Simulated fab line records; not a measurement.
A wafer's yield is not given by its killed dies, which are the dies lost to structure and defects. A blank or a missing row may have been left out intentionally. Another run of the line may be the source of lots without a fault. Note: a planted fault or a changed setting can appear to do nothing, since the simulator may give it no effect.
Which tool did it?	flow nand harc	12 lots, 36 wafers sampled, at 5 steps of a route of 1302

WHAT THE GAUGES READ, wafer by wafer
NHARC_P_M0_CD_MEAS_09 targets a cd of 90 nm.
lot	measured	on	cd nm (nm)
L712	day 7 01:23	cd sem-01	91.1 90.4 90.6
L714	day 7 21:20	cd sem-01	89.9 89.3 90.1
L715	day 8 05:20	cd sem-03	90.5 90.5 90.6
L716	day 9 00:52	cd sem-03	89.4 90.2 90.5
L718	day 9 06:50	cd sem-03	89.7 90.3 89.2
L719	day 9 21:52	cd sem-03	90.8 90.4 90.5
L720	day 10 02:10	cd sem-02	90.5 90.0 90.9
L721	day 10 13:32	cd sem-03	90.6 89.5 90.0
L728	day 13 11:43	cd sem-03	89.0 90.1 90.2
L730	day 14 11:11	cd sem-03	88.9 90.8 88.9
L732	day 15 11:49	cd sem-01	89.3 90.3 89.2
L733	day 15 18:14	cd sem-02	89.2 89.9 90.2

NHARC_END_SORT_01.
lot	measured	on	defect limited yield (%)	killed at array	killed at other	killed at periphery	killed dies	killed open	killed short	sort_bin_2_pct (%)	sort_bin_3_pct (%)	sort_bin_4_pct (%)	sort n pass	sort rim yield pct (%)	sort yield pct (%)
L712	day 25 05:30	prober-02	92.6 93.4 94.7	46 41 34	1 0 1	3 4 1	50 45 36	2 3 3	6 2 1	1.6 2.2 1.8	0.6 0.7 0.6	5.2 3.7 3.0	627 632 641	98 97 98	92.6 93.4 94.7
L719	day 28 03:41	prober-01	96.5 97.5 96.5	22 15 21	0 0 1	2 2 2	24 17 24	1 2 4	1 2 1	0.6 0.9 1.2	0.1 0.1 0	2.8 1.5 2.4	653 660 653	95 96 95	96.5 97.5 96.5

WHICH TOOL RAN EACH LOT (tool, then ch and the chambers of the sampled wafers, then the start)
lot	NHARC_P_M0_PVD_20	NHARC_P_M1_SOFTBAKE_04	NHARC_P_M1_ETCH_15
L712	pvd sputter-02, day 7 05:00 or earlier	litho track-01 ch 0, day 7 05:00	rie diel-08 ch 0,1,3, day 25 05:30 or earlier
L714	pvd sputter-02, day 8 01:00 or earlier	litho track-04 ch 0, day 8 01:00	rie diel-09 ch 0,1, no start
L715	pvd sputter-02, day 8 09:00 or earlier	litho track-06 ch 0, day 8 09:00	rie diel-09 ch 0,3, no start
L716	pvd sputter-03, day 9 04:00 or earlier	litho track-01 ch 0, day 9 04:00	rie diel-09 ch 2,3, day 9 05:21
L718	pvd sputter-02, day 9 10:00 or earlier	litho track-01 ch 0, day 9 10:00	rie diel-08 ch 0,1,2, no start
L719	pvd sputter-02, day 10 01:00 or earlier	litho track-01 ch 0, day 10 01:00	rie diel-09 ch 0,2, day 28 03:41 or earlier
L720	pvd sputter-01, day 10 05:00 or earlier	litho track-06 ch 0, day 10 05:00	rie diel-07 ch 1,2,3, no start
L721	pvd sputter-02, day 10 17:00 or earlier	litho track-01 ch 0, day 10 17:00	rie diel-09 ch 0,2,3, no start
L728	pvd sputter-03, day 13 15:00 or earlier	litho track-01 ch 0, day 13 15:00	rie diel-08 ch 1,2, no start
L730	pvd sputter-02, day 14 14:00 or earlier	litho track-01 ch 0, day 14 14:00	rie diel-08 ch 0,2,3, no start
L732	pvd sputter-01, day 15 15:00 or earlier	litho track-06 ch 0, day 15 15:00	rie diel-08 ch 1,2,3, no start
L733	pvd sputter-02, day 15 22:00 or earlier	litho track-04 ch 0, day 15 22:00	rie diel-08 ch 0,2,3, no start
- NHARC_P_M0_PVD_20: deposits TaN, target thk 5 nm, time 8.06 s.
- NHARC_P_M1_SOFTBAKE_04: time 55 s.
- NHARC_P_M1_ETCH_15: etches the open film in C4F8/Ar, target depth 182.5 nm, time 91.2 s.

WHAT THE TOOLS THEMSELVES READ (means of the sampled wafers that have a number; where no wafer has one, the mark that the record gives instead)
NHARC_P_M0_PVD_20.
lot	tool	bias v (V)	throttle valve pct (%)
L712	pvd sputter-02	168.0	29.5
L714	pvd sputter-02	168.1	29.7
L715	pvd sputter-02	168.2	29.4
L716	pvd sputter-03	168.4	29.6
L718	pvd sputter-02	169.3	29.8
L719	pvd sputter-02	167.7	29.7
L720	pvd sputter-01	169.8	30.0
L721	pvd sputter-02	168.0	29.5
L728	pvd sputter-03	169.1	29.5
L730	pvd sputter-02	168.5	29.8
L732	pvd sputter-01	169.1	29.5
L733	pvd sputter-02	166.4	29.6

NHARC_P_M1_SOFTBAKE_04.
lot	tool	heater power total W (W)	plate temp C (C)
L712	litho track-01	188.36	104.94
L714	litho track-04	188.51	105.11
L715	litho track-06	188.45	104.99
L716	litho track-01	188.49	105.09
L718	litho track-01	188.41	105.06
L719	litho track-01	188.38	105.07
L720	litho track-06	188.38	105.00
L721	litho track-01	188.41	105.06
L728	litho track-01	191.27	104.93
L730	litho track-01	190.92	105.08
L732	litho track-06	188.60	104.98
L733	litho track-04	188.51	105.07

NHARC_P_M1_ETCH_15.
lot	tool	oes product au (a.u.)	rf vpp V (V)
L712	rie diel-08	0.958	439.1
L714	rie diel-09	0.981	443.5
L715	rie diel-09	0.944	441.8
L716	rie diel-09	0.945	443.2
L718	rie diel-08	0.977	440.4
L719	rie diel-09	0.959	444.0
L720	rie diel-07	0.972	439.6
L721	rie diel-09	0.915	442.7
L728	rie diel-08	0.946	439.8
L730	rie diel-08	0.922	440.2
L732	rie diel-08	0.959	440.4
L733	rie diel-08	0.938	440.4

THE ANSWER, worked out from the rows above alone
Rule: what is usual is taken from the lots themselves. The widest of any qualifying gaps counts: lots, ordered by their means at a reading, are off when they make up no more than a third of the lots, leave a main group of 4 or more, and stand apart from it by 3 or more times the standard deviation of that group's means. If all means in a main group match to the digits the tables above print for the reading, that group is not used. Also off: a lot with no number at a reading for which 4 or more lots have one. Where the step has rows for the other lots, those lots are counted as sound. After the gauges, taken in route order, come the tools' own readings; for these a lot's mean is taken, as printed above. At the first step where some lot is off, the reading lying furthest off is the one used; lots without a number count as furthest.
Off: L728, L730 (NHARC_P_M1_SOFTBAKE_04, heater power total W). For the main group the mean is 188.45 W and the standard deviation 0.072.
If a tool, at that step or one of the process steps before it, ran each lot that is off and ran no sound lot following the first of them, it fits. With no start given for some of its lots, NHARC_P_M0_PVD_20 uses the hours and lot order of NHARC_P_M1_SOFTBAKE_04. One fits: litho track-01 at NHARC_P_M1_SOFTBAKE_04. A fault onset in the window from L721 (day 10 17:00, its last sound lot) to L728 (day 13 15:00, its first lot off) fits.
The tool's own readings at NHARC_P_M1_SOFTBAKE_04 bear it out: on the lots that are off they differ by more than 5 times the standard deviation of the sound lots' means. heater power total W reads 191.09 W there against 188.45 W on the sound lots.

WHAT WAS PUT IN BY THE SIMULATOR
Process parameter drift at NHARC_P_M1_SOFTBAKE_04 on litho track-01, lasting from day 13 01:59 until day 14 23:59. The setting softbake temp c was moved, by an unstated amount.
Lots struck among those shown: L728, L730. The rule above reached the same finding.
